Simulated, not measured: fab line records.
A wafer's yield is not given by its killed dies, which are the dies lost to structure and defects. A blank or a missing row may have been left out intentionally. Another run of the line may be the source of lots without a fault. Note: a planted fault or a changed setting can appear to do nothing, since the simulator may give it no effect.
Chamber matching | flow n5-finfet | N5_STI_FIN_REVEAL_ALD_00 on ald-sin-03: 4 sister chambers
The step deposits SiO2, target thk 1 nm, pulse time 1 s. 18 wafers are shown with their chamber, then 9 later ones without.

WAFERS WITH THEIR CHAMBER
wafer  | chamber | heater-power-w (W) | precursor-pulse-height-rel
L075.3 | 0       | 568                | 0.988
L075.4 | 1       | 464                | 1.029
L075.6 | 2       | 401                | 1.027
L076.1 | 2       | 421                | 1.013
L076.2 | 0       | 575                | 1.015
L076.3 | 1       | 465                | 1.026
L076.4 | 3       | 501                | 0.986
L076.5 | 0       | 583                | 1.018
L076.6 | 1       | 460                | 1.022
L077.1 | 0       | 560                | 0.995
L077.4 | 3       | 510                | 0.977
L077.5 | 2       | 412                | 0.986
L080.3 | 3       | 502                | 0.982
L080.5 | 0       | 563                | 1.026
L080.6 | 3       | 503                | 0.961
L082.1 | 2       | 416                | 0.995
L082.4 | 3       | 498                | 0.991
L082.5 | 0       | 577                | 1.003

SIGNATURES (averages over the wafers above)
reading                    | chamber 0 | chamber 1 | chamber 2 | chamber 3 | scatter within a chamber
heater-power-w             | 571.00    | 463.00    | 412.50    | 502.80    | 7.07
precursor-pulse-height-rel | 1.00750   | 1.02567   | 1.00525   | 0.97940   | 0.0137
Rule: for a wafer and a chamber, the distance is found by dividing, reading by reading, the gap between the wafer's reading and the chamber's mean by the reading's scatter, squaring, summing and taking the root. The wafer belongs to the nearest chamber; if the next one is less than 2 further off, it can't be placed. The scatter is the square root of a quotient: the sum, over the shown wafers, of each reading's squared deviation from its chamber's mean, divided by wafers minus chambers.

WAFERS MISSING THEIR CHAMBER
wafer  | heater-power-w (W) | precursor-pulse-height-rel
L083.1 | 571                | 1.026
L083.2 | 501                | 0.934
L083.3 | 463                | 1.001
L096.2 | 486                | 1.010
L096.3 | 423                | 1.026
L096.4 | 592                | 1.041
L097.1 | 485                | 1.007
L097.3 | 577                | 1.000
L097.6 | 499                | 0.988

THE CHAMBER EACH PASSED THROUGH
wafer  | from the rows above     | in truth
L083.1 | 0                       | 0
L083.2 | 3                       | 3
L083.3 | 1                       | 1
L096.2 | can't be placed: 3 or 1 | 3
L096.3 | 2                       | 2
L096.4 | 0                       | 0
L097.1 | can't be placed: 3 or 1 | 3
L097.3 | 0                       | 0
L097.6 | 3                       | 3
Correctly placed: 7 of 9. From these rows, 2 cannot be placed; in 2 the true chamber is one of the candidates. Placed wrongly: 0.
